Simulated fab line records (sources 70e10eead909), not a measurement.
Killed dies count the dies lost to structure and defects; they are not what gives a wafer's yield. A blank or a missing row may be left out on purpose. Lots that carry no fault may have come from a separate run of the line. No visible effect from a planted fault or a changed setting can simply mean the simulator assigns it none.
Chamber matching    flow nand harc    4 sister chambers for NHARC_A_STAIRCASE_TRIM_229 on rie diel-12
The step chemistry O2, time 211.2 s. 4 wafers are shown with their chamber, then 7 later ones without.

== WAFERS PAIRED WITH THEIR CHAMBERS ==
wafer   chamber  showerhead plenum p Torr (Torr)
L106.2  2        3.56
L106.3  1        3.76
L111.4  3        3.66
L111.5  0        3.79

== WAFERS WHOSE CHAMBER IS MISSING ==
wafer   showerhead plenum p Torr (Torr)
L111.6  3.75
L108.2  3.75
L108.3  3.66
L108.5  3.75
L112.1  3.66
L112.2  3.75
L112.3  3.78

== THE CHAMBER EACH PASSED THROUGH ==
wafer   from the rows above      in truth
L111.6  1                        1
L108.2  1                        1
L108.3  3                        3
L108.5  1                        1
L112.1  3                        3
L112.2  1                        1
L112.3  can't be placed: 0 or 1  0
Correctly placed: 6 of 7. Unplaceable from these rows: 1, with the true chamber sitting among the candidates in 1. 0 placed wrongly.
How it was worked out, from the rows above alone: a wafer's distance from a chamber is the root of the sum, over the readings, of the square of ((its reading less the chamber's mean) divided by the reading's scatter). If the next closest chamber is less than 2 further off than the closest, the wafer can't be placed; otherwise it belongs to the closest. The mean given for a chamber averages the wafers shown for that chamber. The scatter: with one shown wafer a chamber, the root of the mean of the squares of how far each hidden wafer lies from its nearest shown one.
